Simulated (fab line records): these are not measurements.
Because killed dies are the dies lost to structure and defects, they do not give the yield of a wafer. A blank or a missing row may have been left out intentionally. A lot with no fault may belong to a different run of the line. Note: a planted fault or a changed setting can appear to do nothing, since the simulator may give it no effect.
fab line records	flow nand-harc
[record] lots = 5	wafers = 15	last-day = 25
route steps=1159 shown A_M0@1003 END@1159
lots that met no fault: taken from a fault-free run of the same line
start-h: start of the lot's first displayed wafer, in hours after the record's first day	wait-h: hours since the lot's step before	" as in the row above	L1.1+2: a single row standing in for several wafers	- either no value or no given start	* or withheld: withheld	< > ~ a bound
route shown NAME@n: names a module that has steps shown in the file, with the first one's number in the route	usual: mean/standard deviation taken from wafers without a fault	same: alike in all rows	chamber/n: place in a boat	sites: each site's reading	_std_site: standard deviation across them	_edge_site: outer sites' mean less inner sites'	radius-mm: how far each site lies from the wafer's centre	mask NAME#n: copy n	behind: the tool/chamber that last shaped the wafer	hold: what put the lot on hold/how long, in hours/how the hold closed	device: transistor that didn't switch, given as n, p or np	end of line: tests of these same wafers at the route's end	a step given without rows: its recipe and nothing more	killed: the dies lost at the first sort to structure and to defects; this is not the yield of the wafer	map: per-die view of a wafer (x killed, . not killed, _ where there is no die)
set.NAME: the setting as run; set.NAME@STEP: as run at that earlier step	model.NAME: the simulator's own value behind a step, which no gauge read
certain route steps with their lots: each step a table, each wafer a row
services: from which hour (start-h, from the record's first day; less than 0 if before it) a tool's chamber was out of use, for how many hours, and why
[[steps]]
[step NHARC_A_M0_DEVELOP_08]
[recipe] develop-time-s = 35	dev-temp-c = 23
[step NHARC_A_M0_CD_MEAS_09]
[recipe] target-cd-nm = 80	landing-energy-ev = 500
[usual] cd-nm = 80.2/0.6
lot.wafer	tool	chamber	start-h	wait-h	cd-nm
L788.2	cd-sem-03	0	405.02	-	79.3
L788.3	"	0	"	"	79.5
L788.4	"	0	"	"	79.9
L790.1	cd-sem-01	0	431.24	-	80.2
L790.2	"	0	"	"	79.6
L790.6	"	0	"	"	79.7
L793.1	cd-sem-03	0	445.84	-	79.8
L793.5	"	0	"	"	79.8
L793.6	"	0	"	"	79.0
L808.1	cd-sem-02	0	542.41	-	79.2
L808.2	"	0	"	"	80.4
L808.4	"	0	"	"	80.1
L809.2	cd-sem-02	0	542.73	-	79.5
L809.3	"	0	"	"	79.3
L809.4	"	0	"	"	80.7
[step NHARC_A_M0_OVL_MEAS_10]
[recipe] pitch-nm = 160
[usual] overlay-x-nm = -0.3/0.69	overlay-y-nm = 0.3/0.77
lot.wafer	tool	chamber	start-h	wait-h	overlay-x-nm	overlay-y-nm
L788.2	overlay-01	-	405.10	-	-1.3	0.7
L788.3	"	-	"	"	-0.3	0.1
L788.4	"	-	"	"	-0.7	0.4
L790.1	overlay-02	-	431.33	-	-0.9	0.3
L790.2	"	-	"	"	-1.2	-0.1
L790.6	"	-	"	"	-0.9	0.1
L793.1	overlay-01	-	445.93	-	-0.6	0.9
L793.5	"	-	"	"	-0.7	1.8
L793.6	"	-	"	"	-0.6	1.7
L808.1	overlay-01	-	542.50	-	-0.2	-0.3
L808.2	"	-	"	"	-0.7	-0.7
L808.4	"	-	"	"	-0.7	-0.4
L809.2	overlay-01	-	542.82	-	-0.5	-0.7
L809.3	"	-	"	"	0.5	0.0
L809.4	"	-	"	"	0.8	-0.8
[step NHARC_A_M0_INSPECT_11]
[usual] raw-defect-count = 30/11
lot.wafer	tool	chamber	start-h	wait-h	raw-defect-count
L788.2	defect-inspect-01	-	405.14	0.0	26
L788.3	"	-	"	"	28
L788.4	"	-	"	"	26
L790.1	defect-inspect-01	-	431.37	0.0	22
L790.2	"	-	"	"	29
L790.6	"	-	"	"	20
L793.1	defect-inspect-01	-	445.97	0.0	27
L793.5	"	-	"	"	28
L793.6	"	-	"	"	32
L808.1	defect-inspect-01	-	542.54	0.0	26
L808.2	"	-	"	"	18
L808.4	"	-	"	"	24
L809.2	defect-inspect-01	-	542.86	0.0	43
L809.3	"	-	"	"	31
L809.4	"	-	"	"	40
[step NHARC_A_M0_DESCUM_14]
[recipe] time-s = 3	o2-flow-sccm = 200	ar-flow-sccm = 0	bias-power-w = 0	chemistry = O2
[usual] drypump-motor-current-A = 5.5/0.43	oes-product-au = 1.003/0.0093	rf-vpp-V = 57.6/0.87	showerhead-plenum-p-Torr = 1.87/0.078	throttle-valve-pct = 11.311/0.01
lot.wafer	tool	chamber	start-h	wait-h	drypump-motor-current-A	oes-product-au	rf-hours-counter-h	rf-vpp-V	showerhead-plenum-p-Torr	throttle-valve-pct
L788.3	rie-diel-13	3	405.21	0.1	5.6	1.007	7	58.7	1.79	11.320
L788.4	"	0	"	"	5.8	0.988	8	56.6	1.83	11.310
L788.2	"	1	"	"	5.1	1.007	8	57.6	1.80	11.323
L790.2	rie-diel-06	2	431.43	0.1	5.0	1.008	0	57.3	1.80	11.298
L790.1	"	0	"	"	5.3	1.003	0	58.2	1.95	11.294
L790.6	"	3	"	"	5.8	0.983	-	57.2	1.82	11.305
L793.1	rie-diel-06	3	446.05	0.1	5.8	1.005	1	55.9	1.82	11.298
L793.6	"	1	"	"	6.4	1.008	-	57.5	1.97	11.308
L793.5	"	2	"	"	5.0	1.004	-	57.0	1.80	11.317
L808.4	rie-diel-06	3	542.60	0.1	5.8	0.989	8	58.4	1.82	11.328
L808.1	"	0	"	"	5.3	1.011	8	57.9	1.95	11.298
L808.2	"	1	"	"	6.5	1.003	9	58.4	1.96	11.308
L809.4	rie-diel-13	1	542.92	0.1	5.1	1.009	7	58.0	1.80	11.318
L809.2	"	2	"	"	5.3	0.994	7	59.2	1.99	11.319
L809.3	"	0	"	"	5.8	1.001	7	59.0	1.83	11.313
[step NHARC_A_M0_ETCH_34]
[recipe] target-depth-a = 400	overetch-a = 120	time-s = 43.94	ion-energy-ev = 200	n2-flow-sccm = 150	h2-flow-sccm = 150	ar-flow-sccm = 0	rf-w = 400	bias-w = 150	chemistry = N2/H2
[usual] drypump-motor-current-A = 5.6/0.42	oes-product-au = 1.002/0.0094	rf-vpp-V = 429.1/2.4	showerhead-plenum-p-Torr = 1.99/0.084	throttle-valve-pct = 14.171/0.0089
lot.wafer	tool	chamber	start-h	wait-h	drypump-motor-current-A	oes-product-au	rf-hours-counter-h	rf-vpp-V	showerhead-plenum-p-Torr	throttle-valve-pct
L788.4	rie-diel-13	3	405.29	0.1	5.5	1.002	7	426.2	1.90	14.167
L788.2	"	0	"	"	5.8	0.995	8	427.5	1.95	14.144
L788.3	"	2	"	"	5.3	0.994	8	432.7	2.13	14.173
L790.1	rie-diel-06	0	431.53	0.1	5.3	1.016	0	432.1	2.08	14.183
L790.2	"	1	"	"	6.4	1.001	0	430.3	2.10	14.174
L790.6	"	2	"	"	5.0	1.010	-	427.1	1.92	14.174
L793.1	rie-diel-06	1	446.12	0.1	6.4	1.007	2	433.0	2.10	14.175
L793.5	"	1	"	"	6.4	1.004	-	430.9	2.10	14.170
L793.6	"	2	"	"	5.0	0.996	-	426.3	1.92	14.173
L808.1	rie-diel-06	1	542.68	0.1	6.4	1.002	9	432.4	2.09	14.158
L808.4	"	2	"	"	5.0	1.003	9	428.2	1.92	14.175
L808.2	"	3	"	"	5.8	0.988	8	428.4	1.93	14.169
L809.4	rie-diel-13	0	543.00	0.1	5.8	1.010	7	426.7	1.95	14.165
L809.2	"	1	"	"	5.1	1.008	7	427.6	1.91	14.175
L809.3	"	2	"	"	5.3	1.002	7	433.8	2.13	14.163
[step NHARC_A_M0_ETCH_15]
[recipe] target-depth-a = 1500	overetch-a = 150	time-s = 82.5	c4f8-flow-sccm = withheld	ar-flow-sccm = 400	rf-w = 600	bias-w = 300	chemistry = C4F8/Ar
[usual] oes-product-au = 0.960/0.023	rf-vpp-V = 439.3/2.5
lot.wafer	tool	chamber	start-h	wait-h	oes-product-au	rf-hours-counter-h	rf-vpp-V
L788.3	rie-diel-13	2	-	-	0.959	8	443.4
L788.4	"	0	"	"	0.964	8	438.8
L788.2	"	1	"	"	0.998	8	439.7
L790.2	rie-diel-06	0	-	-	0.998	0	442.1
L790.1	"	3	"	"	0.950	0	438.4
L790.6	"	1	"	"	0.975	-	442.1
L793.1	rie-diel-06	1	-	-	0.971	2	442.6
L793.6	"	2	"	"	0.956	-	437.3
L793.5	"	3	"	"	0.962	-	438.0
L808.2	rie-diel-06	2	-	-	0.998	9	437.3
L808.4	"	3	"	"	0.959	8	437.8
L808.1	"	1	"	"	0.965	9	442.7
L809.3	rie-diel-13	0	-	-	0.932	7	438.4
L809.4	"	1	"	"	0.931	7	437.4
L809.2	"	2	"	"	0.928	7	443.5
[step NHARC_A_M0_CD_MEAS_16]
[usual] cd-nm = 80.3/0.8
lot.wafer	tool	chamber	start-h	wait-h	cd-nm
L788.2	cd-sem-01	-	405.50	-	79.7
L788.3	"	-	"	"	80.3
L788.4	"	-	"	"	80.2
L790.1	cd-sem-01	-	431.73	-	80.3
L790.2	"	-	"	"	79.0
L790.6	"	-	"	"	79.4
L793.1	cd-sem-02	-	446.33	-	79.8
L793.5	"	-	"	"	79.7
L793.6	"	-	"	"	79.0
L808.1	cd-sem-03	-	542.89	-	79.1
L808.2	"	-	"	"	80.9
L808.4	"	-	"	"	80.5
L809.2	cd-sem-03	-	543.22	-	80.2
L809.3	"	-	"	"	79.1
L809.4	"	-	"	"	80.5
[step NHARC_A_M0_STRIP_18]
[recipe] power-w = 1000	n2-flow-sccm = 150	h2-flow-sccm = 150	ar-flow-sccm = 0	bias-w = 0	chemistry = N2/H2
[usual] drypump-motor-current-A = 5.6/0.45	oes-product-au = 1.001/0.0088	rf-vpp-V = 90.3/0.88	showerhead-plenum-p-Torr = 1.99/0.079	throttle-valve-pct = 14.170/0.0089
lot.wafer	tool	chamber	start-h	wait-h	drypump-motor-current-A	oes-product-au	rf-hours-counter-h	rf-vpp-V	showerhead-plenum-p-Torr	throttle-valve-pct
L788.4	rie-diel-06	3	405.58	0.1	5.8	0.993	12	90.5	1.94	14.167
L788.2	"	0	"	"	5.3	1.018	10	91.2	2.08	14.181
L788.3	"	2	"	"	5.0	0.990	11	90.6	1.92	14.177
L790.2	rie-diel-07	2	431.83	0.1	5.4	1.016	1	89.1	2.05	14.171
L790.1	"	0	"	"	5.1	0.996	1	90.4	2.04	14.183
L790.6	"	2	"	"	5.4	1.008	-	91.1	2.05	14.177
L793.1	rie-diel-13	3	446.41	0.1	5.5	1.005	11	89.8	1.90	14.167
L793.6	"	3	"	"	5.6	1.013	-	89.8	1.90	14.175
L793.5	"	0	"	"	5.8	0.993	-	90.2	1.95	14.160
L808.1	rie-diel-06	2	542.97	0.1	5.1	1.012	9	88.1	1.92	14.187
L808.2	"	0	"	"	5.3	1.000	8	89.5	2.08	14.168
L808.4	"	1	"	"	6.4	1.002	9	90.9	2.09	14.159
L809.3	rie-diel-13	2	543.32	0.1	5.3	1.005	7	90.4	2.13	14.167
L809.2	"	3	"	"	5.6	1.017	6	89.6	1.90	14.179
L809.4	"	0	"	"	5.8	1.001	7	91.1	1.95	14.164
[step NHARC_A_M0_STRIP_19]
[recipe] time-s = 600	temp-c = 30	chemistry = post-etch-residue-remover
[step NHARC_A_M0_DEGAS_28]
[recipe] temp-c = 250	time-s = 60
[step NHARC_A_M0_PRE_CLEAN_29]
[recipe] time-s = 30	temp-c = 280	gas = H2/He
[step NHARC_A_M0_PVD_20]
[recipe] target-thk-a = 50	bias-v = 168.6	power-w = 15000	chamber-pressure-pa = 0.12	time-s = 8.06	substrate-temp-c = 50	material = TaN
[usual] throttle-valve-pct = 30.4/1.3	time-s = 8.06/0
lot.wafer	tool	chamber	start-h	wait-h	throttle-valve-pct	time-s
L788.3	pvd-sputter-03	-	406.24	-	30.0	8.06
L788.4	"	-	"	"	28.9	8.06
L788.2	"	-	"	"	29.5	8.06
L790.2	pvd-sputter-03	-	432.47	-	30.2	13.865
L790.1	"	-	"	"	29.1	8.06
L790.6	"	-	"	"	30.3	8.06
L793.1	pvd-sputter-02	-	447.09	-	32.6	8.06
L793.5	"	-	"	"	31.9	8.06
L793.6	"	-	"	"	31.0	8.06
L808.1	pvd-sputter-01	-	543.63	-	30.4	8.06
L808.2	"	-	"	"	30.2	8.06
L808.4	"	-	"	"	27.2	8.06
L809.3	pvd-sputter-01	-	543.97	-	27.1	8.06
L809.2	"	-	"	"	30.3	8.06
L809.4	"	-	"	"	31.6	8.06
[step NHARC_A_M0_PVD_21]
[recipe] target-thk-a = 300	chamber-pressure-pa = 5	power-w = 5000	substrate-temp-c = 30	time-s = 20.49	material = Cu
[usual] throttle-valve-pct = 30.4/1.4	time-s = 20.49/0
lot.wafer	tool	chamber	start-h	wait-h	throttle-valve-pct	time-s
L788.3	pvd-sputter-03	-	-	-	28.7	20.49
L788.2	"	-	"	"	29.1	20.49
L788.4	"	-	"	"	30.7	20.49
L790.1	pvd-sputter-03	-	-	-	30.8	20.49
L790.2	"	-	"	"	30.3	20.49
L790.6	"	-	"	"	29.3	20.49
L793.1	pvd-sputter-02	-	-	-	30.9	20.49
L793.5	"	-	"	"	31.0	20.49
L793.6	"	-	"	"	32.0	20.49
L808.2	pvd-sputter-01	-	-	-	30.2	20.49
L808.4	"	-	"	"	30.3	20.49
L808.1	"	-	"	"	31.6	20.49
L809.3	pvd-sputter-01	-	-	-	30.4	20.49
L809.4	"	-	"	"	31.6	20.49
L809.2	"	-	"	"	30.1	20.49
[step NHARC_END_SORT_01]
[recipe] temp-c = 25
[usual] defect-limited-yield = 95.3/1.3	killed-at-array = 28/8.6	killed-at-other = 0.7/1.2	killed-at-periphery = 3.1/2.3	killed-dies = 32/8.7	killed-open = 3.2/1.7	killed-short = 2.0/1.5	sort_bin_2_pct = 1.5/0.58	sort_bin_3_pct = 0.28/0.22	sort_bin_4_pct = 3.0/0.86	sort-n-pass = 645/8.7	sort-rim-yield-pct = 97.8/1.4	sort-yield-pct = 95.3/1.3
[same] gross-dies = 677	sort_bin_5_pct[%] = 0	sort_bin_6_pct[%] = 0	sort_bin_7_pct[%] = 0	sort_bin_8_pct[%] = 0	sort-rim-n-gross = 106.00
lot.wafer	tool	chamber	start-h	wait-h	defect-limited-yield[%]	killed-at-array	killed-at-other	killed-at-periphery	killed-dies	killed-open	killed-short	sort_bin_2_pct[%]	sort_bin_3_pct[%]	sort_bin_4_pct[%]	sort-n-pass	sort-rim-yield-pct[%]	sort-yield-pct[%]
L788.2	prober-01	0	445.13	2.8	95.3	26	3	3	32	3	2	1.3	0.30	3.1	645	98.1	95.3
L788.3	prober-01	0	445.92	3.1	95.4	22	3	6	31	1	2	1.0	0.15	3.4	646	100.0	95.4
L788.4	prober-01	0	446.72	3.4	96.0	23	1	3	27	5	1	1.3	0	2.7	650	99.1	96.0
L790.1	prober-01	0	472.75	2.5	96.0	26	0	1	27	2	2	1.3	0.44	2.2	650	96.2	96.0
L790.2	prober-01	0	473.56	2.8	93.2	38	6	2	46	4	1	2.1	0.30	4.4	631	93.4	93.2
L790.6	prober-01	0	476.81	4.1	95.7	25	1	3	29	2	3	1.6	0.15	2.5	648	95.3	95.7
L793.1	prober-02	0	485.16	2.5	95.4	23	2	6	31	1	3	1.6	0	3.0	646	98.1	95.4
L793.5	prober-02	0	488.33	3.7	95.3	27	2	3	32	3	1	2.1	0.15	2.5	645	98.1	95.3
L793.6	prober-02	0	489.13	4.0	94.5	31	2	4	37	4	3	2.4	0.15	3.0	640	98.1	94.5
L809.2	prober-02	0	583.25	2.8	93.9	38	0	3	41	2	0	1.8	0.30	4.0	636	97.2	93.9
L809.3	prober-02	0	584.06	3.1	95.0	27	2	5	34	2	1	2.2	0.15	2.7	643	99.1	95.0
L809.4	prober-02	0	584.86	3.4	93.9	38	0	3	41	5	1	1.8	0.30	4.0	636	98.1	93.9
// killed by level:class
L788.2 A_SLIT:chamber-film-flake=11 P_GATE:chamber-film-flake=3 A_SGD_CUT:chamber-film-flake=3 THIN_TSV:chamber-film-flake=3 A_ZERO_WELL:chamber-film-flake=2 A_CHANNEL_HOLE_D1:chamber-film-flake=2 A_CONTACT:chamber-film-flake=2 A_ONON_D1:geometric-particle:open=1
L788.3 A_SLIT:chamber-film-flake=11 A_SGD_CUT:chamber-film-flake=7 P_GATE:chamber-film-flake=3 THIN_TSV:chamber-film-flake=3 P_GATE:geometric-particle:open=1 P_CONTACT:geometric-particle:short=1 A_CONTACT:geometric-particle:short=1 P_M0:chamber-film-flake=1
L788.4 A_SLIT:chamber-film-flake=6 A_CHANNEL_HOLE_D1:chamber-film-flake=4 A_CONTACT:chamber-film-flake=4 A_STAIRCASE:chamber-film-flake=3 A_SGD_CUT:chamber-film-flake=3 P_STI:geometric-particle:short=1 P_GATE:geometric-particle:open=1 P_M1:geometric-particle:open=1
L790.1 A_SLIT:chamber-film-flake=9 A_M1:chamber-film-flake=5 A_CONTACT:chamber-film-flake=3 A_CHANNEL_HOLE_D1:chamber-film-flake=2 A_SGD_CUT:geometric-particle:short=1 A_CONTACT:geometric-particle:open=1 A_BLC:geometric-particle:short=1 A_M1:geometric-particle:open=1
L790.2 A_SLIT:chamber-film-flake=12 A_CONTACT:chamber-film-flake=6 THIN_TSV:chamber-film-flake=6 A_M0:chamber-film-flake=4 A_M1:chamber-film-flake=4 A_STAIRCASE:chamber-film-flake=3 P_GATE:chamber-film-flake=2 A_CHANNEL_HOLE_D1:chamber-film-flake=2
L790.6 A_SLIT:chamber-film-flake=7 A_M0:chamber-film-flake=5 A_CHANNEL_HOLE_D1:chamber-film-flake=3 A_CONTACT:chamber-film-flake=3 P_GATE:chamber-film-flake=2 A_STAIRCASE:chamber-film-flake=2 P_M0:geometric-particle:short=1 A_WL_FILL:geometric-particle:short=1
L793.1 A_CHANNEL_HOLE_D1:chamber-film-flake=16 A_STAIRCASE:chamber-film-flake=3 P_STI:chamber-film-flake=2 P_GATE:chamber-film-flake=2 P_CONTACT:geometric-particle:open=1 P_CONTACT:geometric-particle:short=1 A_ONON_D1:geometric-particle:short=1 STARTING-WAFER:geometric-particle:short=1
L793.5 A_CHANNEL_HOLE_D1:chamber-film-flake=18 A_CONTACT:chamber-film-flake=3 A_SLIT:chamber-film-flake=2 THIN_TSV:chamber-film-flake=2 P_CONTACT:geometric-particle:open=1 P_M0:geometric-particle:open=1 A_CHANNEL_FILL_D1:geometric-particle:open=1 A_M1:geometric-particle:short=1
L793.6 A_CHANNEL_HOLE_D1:chamber-film-flake=13 A_CONTACT:chamber-film-flake=5 P_STI:chamber-film-flake=3 A_STAIRCASE:chamber-film-flake=3 A_ONON_D1:geometric-particle:short=2 THIN_TSV:chamber-film-flake=2 A_ONON_D1:geometric-particle:open=1 A_CHANNEL_FILL_D1:geometric-particle:short=1
L809.2 A_SLIT:chamber-film-flake=19 A_CHANNEL_HOLE_D1:chamber-film-flake=10 A_STAIRCASE:chamber-film-flake=3 A_CONTACT:chamber-film-flake=3 A_CHANNEL_FILL_D1:geometric-particle:open=1 A_CONTACT:geometric-particle:open=1 P_STI:chamber-film-flake=1 P_GATE:chamber-film-flake=1
L809.3 A_SLIT:chamber-film-flake=15 A_CHANNEL_HOLE_D1:chamber-film-flake=8 P_GATE:chamber-film-flake=2 A_STAIRCASE:chamber-film-flake=2 THIN_TSV:chamber-film-flake=2 P_GATE:geometric-particle:short=1 P_CONTACT:geometric-particle:open=1 A_CONTACT:geometric-particle:open=1
L809.4 A_SLIT:chamber-film-flake=20 A_CHANNEL_HOLE_D1:chamber-film-flake=5 A_STAIRCASE:chamber-film-flake=4 A_CONTACT:chamber-film-flake=2 A_SOURCE_PLATE:geometric-particle:open=1 A_ONON_D1:geometric-particle:open=1 A_CHANNEL_HOLE_D1:geometric-particle:open=1 A_SGD_CUT:geometric-particle:open=1
[[services]]
tool	chamber	start-h	hours	kind
pvd-sputter-02	-	388.15	2.2	repair
rie-diel-13	2	390.11	1.4	repair
pvd-sputter-02	-	392.00	10.0	pm
rie-diel-06	0	397.30	-	clean
rie-diel-06	1	397.30	-	clean
rie-diel-06	2	397.30	-	clean
rie-diel-06	3	397.30	-	clean
rie-diel-07	-	405.21	9.0	pm
pvd-sputter-01	-	415.18	3.1	repair
rie-diel-06	-	418.21	9.0	pm
rie-diel-06	0	418.21	9.0	vent-cycle
rie-diel-06	1	418.21	9.0	vent-cycle
rie-diel-06	2	418.21	9.0	vent-cycle
rie-diel-06	3	418.21	9.0	vent-cycle
pvd-sputter-03	-	426.72	1.4	repair
rie-diel-06	0	427.21	-	clean
rie-diel-06	1	427.21	-	clean
rie-diel-13	-	453.03	9.0	pm
pvd-sputter-03	-	458.03	10.0	pm
pvd-sputter-03	-	489.15	2.4	repair
pvd-sputter-01	-	514.09	10.0	pm
rie-diel-07	0	527.24	28.8	repair
rie-diel-06	-	534.76	0.4	repair
rie-diel-13	-	535.74	0.4	repair
[[key]]
[first-sign] step = NHARC_A_M0_PVD_20	reading = time-s	direction = up	sigmas = 99+	usual = *	struck = *
effect none on later readings
met-at NHARC_A_M0_PVD_20
struck-wafers L790.2
onset-between 406.24 432.47
[fault] kind = process-parameter-drift	tool = pvd-sputter-03	chamber = -	onset-h = 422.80	steps = NHARC_A_M0_PVD_20	channel = time-s	offset = *	shape = step	end-h = 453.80	scope = struck-wafers-only	acts-in = *	stated = *
